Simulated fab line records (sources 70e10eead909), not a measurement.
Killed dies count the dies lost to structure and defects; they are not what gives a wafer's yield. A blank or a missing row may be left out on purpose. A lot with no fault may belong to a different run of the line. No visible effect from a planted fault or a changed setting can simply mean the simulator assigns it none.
What tool caused it? || flow nand harc || 39 wafers from 13 lots sampled at 5 of the route's 1302 steps

WHAT THE GAUGES SHOWED, per wafer
NHARC_A_SGD_CUT_OVL_MEAS_10.
{"lot": "L286", "measured": "day 19 16:34", "on": "overlay-01", "overlay x nm (nm)": "0.1 -0.4 -0.2", "overlay y nm (nm)": "2.1 1.9 1.7"}
{"lot": "L292", "measured": "day 20 22:21", "on": "overlay-01", "overlay x nm (nm)": "1.2 1.0 2.2", "overlay y nm (nm)": "-1.1 0.0 -0.8"}
{"lot": "L289", "measured": "day 20 22:32", "on": "overlay-02", "overlay x nm (nm)": "-0.8 -0.6 -1.2", "overlay y nm (nm)": "0.2 -0.5 -0.3"}
{"lot": "L294", "measured": "day 21 23:44", "on": "overlay-01", "overlay x nm (nm)": "0.4 0.4 0.0", "overlay y nm (nm)": "-1.1 -0.9 -1.1"}
{"lot": "L293", "measured": "day 21 23:35", "on": "overlay-01", "overlay x nm (nm)": "-0.3 -1.4 -0.9", "overlay y nm (nm)": "0.9 0.6 0.8"}
{"lot": "L296", "measured": "day 23 09:53", "on": "overlay-02", "overlay x nm (nm)": "0.1 0.2 0.3", "overlay y nm (nm)": "0.7 0.0 0.6"}
{"lot": "L297", "measured": "day 23 10:03", "on": "overlay-02", "overlay x nm (nm)": "1.0 0.0 -0.1", "overlay y nm (nm)": "-0.7 -0.7 -0.8"}
{"lot": "L298", "measured": "day 23 20:40", "on": "overlay-01", "overlay x nm (nm)": "-0.4 0.2 -0.6", "overlay y nm (nm)": "0.2 0.0 -0.2"}
{"lot": "L305", "measured": "day 26 20:59", "on": "overlay-01", "overlay x nm (nm)": "0.4 0.4 0.8", "overlay y nm (nm)": "-1.0 -1.3 -0.8"}
{"lot": "L306", "measured": "day 28 00:55", "on": "overlay-01", "overlay x nm (nm)": "-0.7 -0.2 -0.5", "overlay y nm (nm)": "0.4 0.6 0.3"}
{"lot": "L308", "measured": "day 28 01:29", "on": "overlay-02", "overlay x nm (nm)": "-0.9 -0.8 -1.1", "overlay y nm (nm)": "0.2 0.4 0.2"}
{"lot": "L307", "measured": "day 28 06:07", "on": "overlay-02", "overlay x nm (nm)": "-1.1 -1.1 -0.9", "overlay y nm (nm)": "-0.1 -0.3 -0.1"}
{"lot": "L309", "measured": "day 28 17:30", "on": "overlay-02", "overlay x nm (nm)": "0.3 0.0 -0.3", "overlay y nm (nm)": "-1.0 -0.5 -0.8"}

NHARC_END_SORT_01.
{"lot": "L306", "measured": "day 33 14:54", "on": "prober-02", "killed at array": "115 155 157", "killed at other": "1 0 1", "killed at periphery": "5 2 3", "killed dies": "121 157 161", "killed open": "2 4 5", "killed short": "1 0 3"}
{"lot": "L307", "measured": "day 33 12:59", "on": "prober-01", "killed at array": "142 98 120", "killed at other": "1 1 2", "killed at periphery": "2 2 3", "killed dies": "145 101 125", "killed open": "4 2 2", "killed short": "2 1 2"}

EACH LOT AND THE TOOL THAT RAN IT (in order: tool; ch and the chambers of the sampled wafers; start)
{"lot": "L286", "NHARC_A_STAIRCASE_CMP_450": "cmp-01 ch 1,2, day 19 13:55", "NHARC_A_STAIRCASE_ETCH_403": "wet bench-04 ch 0,2,3, day 19 14:17", "NHARC_A_STAIRCASE_STRIP_475": "rie diel-09 ch 0,1, day 19 16:34 or earlier"}
{"lot": "L292", "NHARC_A_STAIRCASE_CMP_450": "cmp-03 ch 0,1,3, day 20 19:41", "NHARC_A_STAIRCASE_ETCH_403": "wet bench-04 ch 1,3,4, day 20 20:05", "NHARC_A_STAIRCASE_STRIP_475": "rie diel-06 ch 1,3, day 20 22:21 or earlier"}
{"lot": "L289", "NHARC_A_STAIRCASE_CMP_450": "cmp-01 ch 0,1,3, day 20 19:49", "NHARC_A_STAIRCASE_ETCH_403": "wet bench-04 ch 1,2,5, day 20 20:10", "NHARC_A_STAIRCASE_STRIP_475": "rie diel-09 ch 0,1,2, day 20 22:32 or earlier"}
{"lot": "L294", "NHARC_A_STAIRCASE_CMP_450": "cmp-04 ch 0,1,2, day 21 20:11", "NHARC_A_STAIRCASE_ETCH_403": "wet bench-06 ch 2,5,7, day 21 20:34", "NHARC_A_STAIRCASE_STRIP_475": "rie diel-02 ch 0,1,2, day 21 23:44 or earlier"}
{"lot": "L293", "NHARC_A_STAIRCASE_CMP_450": "cmp-03 ch 0,1,2, day 21 20:20", "NHARC_A_STAIRCASE_ETCH_403": "wet bench-01 ch 4,5,7, day 21 20:43", "NHARC_A_STAIRCASE_STRIP_475": "rie diel-02 ch 0,2,3, day 21 23:35 or earlier"}
{"lot": "L296", "NHARC_A_STAIRCASE_CMP_450": "cmp-01 ch 0,1,2, day 23 07:07", "NHARC_A_STAIRCASE_ETCH_403": "wet bench-06 ch 3,4,6, day 23 07:29", "NHARC_A_STAIRCASE_STRIP_475": "rie diel-09 ch 1,3, day 23 08:18"}
{"lot": "L297", "NHARC_A_STAIRCASE_CMP_450": "cmp-03 ch 0,1,2, day 23 07:22", "NHARC_A_STAIRCASE_ETCH_403": "wet bench-01 ch 3,5,6, day 23 07:44", "NHARC_A_STAIRCASE_STRIP_475": "rie diel-02 ch 0,3, day 23 10:03 or earlier"}
{"lot": "L298", "NHARC_A_STAIRCASE_CMP_450": "cmp-01 ch 0,1,3, day 23 17:58", "NHARC_A_STAIRCASE_ETCH_403": "wet bench-04 ch 1,5,7, day 23 18:21", "NHARC_A_STAIRCASE_STRIP_475": "rie diel-02 ch 1,2,3, day 23 20:40 or earlier"}
{"lot": "L305", "NHARC_A_STAIRCASE_CMP_450": "cmp-04 ch 1,2,3, day 26 18:17", "NHARC_A_STAIRCASE_ETCH_403": "wet bench-04 ch 3,4,5, day 26 18:41", "NHARC_A_STAIRCASE_STRIP_475": "rie diel-06 ch 0,2,3, day 26 20:59 or earlier"}
{"lot": "L306", "NHARC_A_STAIRCASE_CMP_450": "cmp-01 ch 0,1,2, day 27 17:11", "NHARC_A_STAIRCASE_ETCH_403": "wet bench-06 ch 4,5,7, day 27 17:32", "NHARC_A_STAIRCASE_STRIP_475": "rie diel-09 ch 0,1,3, day 28 00:55 or earlier"}
{"lot": "L308", "NHARC_A_STAIRCASE_CMP_450": "cmp-01 ch 1,2,3, day 27 22:52", "NHARC_A_STAIRCASE_ETCH_403": "wet bench-04 ch 0,1,5, day 27 23:13", "NHARC_A_STAIRCASE_STRIP_475": "rie diel-06 ch 0,3, day 28 01:29 or earlier"}
{"lot": "L307", "NHARC_A_STAIRCASE_CMP_450": "cmp-01 ch 0,2,3, day 27 23:05", "NHARC_A_STAIRCASE_ETCH_403": "wet bench-06 ch 3,4,6, day 27 23:28", "NHARC_A_STAIRCASE_STRIP_475": "rie diel-06 ch 0,2,3, day 28 06:07 or earlier"}
{"lot": "L309", "NHARC_A_STAIRCASE_CMP_450": "cmp-01 ch 0,3, day 28 14:56", "NHARC_A_STAIRCASE_ETCH_403": "wet bench-01 ch 2,3,6, day 28 15:19", "NHARC_A_STAIRCASE_STRIP_475": "rie diel-09 ch 0,1,3, day 28 17:30 or earlier"}
- NHARC_A_STAIRCASE_CMP_450: polishes SiO2, target thk 200 nm.
- NHARC_A_STAIRCASE_ETCH_403: etches SiO2 in dHF, target depth 108.2 nm.
- NHARC_A_STAIRCASE_STRIP_475: strips in O2, time 20 s.

AS READ BY THE TOOLS THEMSELVES (means over the sampled wafers that have a number; for cases with no such wafer, the mark the record gives instead)
NHARC_A_STAIRCASE_CMP_450.
{"lot": "L286", "tool": "cmp-01", "motor current A (A)": 13.4, "retaining ring pressure frac": 1.005}
{"lot": "L292", "tool": "cmp-03", "motor current A (A)": 12.7, "retaining ring pressure frac": 1.001}
{"lot": "L289", "tool": "cmp-01", "motor current A (A)": 12.3, "retaining ring pressure frac": 1.001}
{"lot": "L294", "tool": "cmp-04", "motor current A (A)": 12.2, "retaining ring pressure frac": 1.000}
{"lot": "L293", "tool": "cmp-03", "motor current A (A)": 12.5, "retaining ring pressure frac": 1.003}
{"lot": "L296", "tool": "cmp-01", "motor current A (A)": 13.4, "retaining ring pressure frac": 1.000}
{"lot": "L297", "tool": "cmp-03", "motor current A (A)": 12.6, "retaining ring pressure frac": 0.998}
{"lot": "L298", "tool": "cmp-01", "motor current A (A)": 12.8, "retaining ring pressure frac": 1.004}
{"lot": "L305", "tool": "cmp-04", "motor current A (A)": 12.3, "retaining ring pressure frac": 0.999}
{"lot": "L306", "tool": "cmp-01", "motor current A (A)": 14.0, "retaining ring pressure frac": 1.002}
{"lot": "L308", "tool": "cmp-01", "motor current A (A)": 12.9, "retaining ring pressure frac": 0.999}
{"lot": "L307", "tool": "cmp-01", "motor current A (A)": 12.6, "retaining ring pressure frac": 0.999}
{"lot": "L309", "tool": "cmp-01", "motor current A (A)": 11.8, "retaining ring pressure frac": 1.004}

NHARC_A_STAIRCASE_STRIP_475.
{"lot": "L286", "tool": "rie diel-09", "drypump motor current A (A)": 5.8, "oes product au (a.u.)": 1.011, "rf vpp V (V)": 59.3, "showerhead plenum p Torr (Torr)": 3.68, "throttle valve pct (%)": 17.027}
{"lot": "L292", "tool": "rie diel-06", "drypump motor current A (A)": 5.5, "oes product au (a.u.)": 1.008, "rf vpp V (V)": 56.9, "showerhead plenum p Torr (Torr)": 3.41, "throttle valve pct (%)": 17.028}
{"lot": "L289", "tool": "rie diel-09", "drypump motor current A (A)": 5.8, "oes product au (a.u.)": 0.999, "rf vpp V (V)": 58.0, "showerhead plenum p Torr (Torr)": 3.61, "throttle valve pct (%)": 17.042}
{"lot": "L294", "tool": "rie diel-02", "drypump motor current A (A)": 5.6, "oes product au (a.u.)": 0.999, "rf vpp V (V)": 57.6, "showerhead plenum p Torr (Torr)": 3.43, "throttle valve pct (%)": 17.033}
{"lot": "L293", "tool": "rie diel-02", "drypump motor current A (A)": 5.3, "oes product au (a.u.)": 1.007, "rf vpp V (V)": 57.9, "showerhead plenum p Torr (Torr)": 3.58, "throttle valve pct (%)": 17.052}
{"lot": "L296", "tool": "rie diel-09", "drypump motor current A (A)": 5.4, "oes product au (a.u.)": 0.998, "rf vpp V (V)": 57.8, "showerhead plenum p Torr (Torr)": 3.57, "throttle valve pct (%)": 17.034}
{"lot": "L297", "tool": "rie diel-02", "drypump motor current A (A)": 5.2, "oes product au (a.u.)": 1.002, "rf vpp V (V)": 57.6, "showerhead plenum p Torr (Torr)": 3.65, "throttle valve pct (%)": 17.044}
{"lot": "L298", "tool": "rie diel-02", "drypump motor current A (A)": 5.5, "oes product au (a.u.)": 1.003, "rf vpp V (V)": 58.0, "showerhead plenum p Torr (Torr)": 3.56, "throttle valve pct (%)": 17.036}
{"lot": "L305", "tool": "rie diel-06", "drypump motor current A (A)": 6.0, "oes product au (a.u.)": 1.000, "rf vpp V (V)": 58.5, "showerhead plenum p Torr (Torr)": 3.58, "throttle valve pct (%)": 17.036}
{"lot": "L306", "tool": "rie diel-09", "drypump motor current A (A)": 5.6, "oes product au (a.u.)": 0.997, "rf vpp V (V)": 57.9, "showerhead plenum p Torr (Torr)": 3.60, "throttle valve pct (%)": 17.034}
{"lot": "L308", "tool": "rie diel-06", "drypump motor current A (A)": 6.0, "oes product au (a.u.)": 1.004, "rf vpp V (V)": 57.4, "showerhead plenum p Torr (Torr)": 3.53, "throttle valve pct (%)": 17.037}
{"lot": "L307", "tool": "rie diel-06", "drypump motor current A (A)": 6.0, "oes product au (a.u.)": 1.005, "rf vpp V (V)": 57.5, "showerhead plenum p Torr (Torr)": 3.57, "throttle valve pct (%)": 17.037}
{"lot": "L309", "tool": "rie diel-09", "drypump motor current A (A)": 5.5, "oes product au (a.u.)": 1.000, "rf vpp V (V)": 58.4, "showerhead plenum p Torr (Torr)": 3.59, "throttle valve pct (%)": 17.035}

THE ANSWER, worked out from the rows above alone
Rule: the lots themselves supply what counts as usual. The widest of any qualifying gaps counts: lots, ordered by their means at a reading, are off when they make up no more than a third of the lots, leave a main group of 4 or more, and stand apart from it by 3 or more times the standard deviation of that group's means. A main group whose means are all the same, to the digits that the tables above print for the reading, isn't used. Also off: a lot with no number at a reading for which 4 or more lots have one. The other lots that the step has rows for count as sound. Order of review: gauges by route order, followed by the tools' own readings, for which a lot's mean as printed above is used. The first step at which some lot is off is used, and at that step the reading that is off furthest; a lot without a number counts as furthest.
Nothing can be told from this: no lot is off at any reading shown.

WHAT THE SIMULATOR HAD PUT IN
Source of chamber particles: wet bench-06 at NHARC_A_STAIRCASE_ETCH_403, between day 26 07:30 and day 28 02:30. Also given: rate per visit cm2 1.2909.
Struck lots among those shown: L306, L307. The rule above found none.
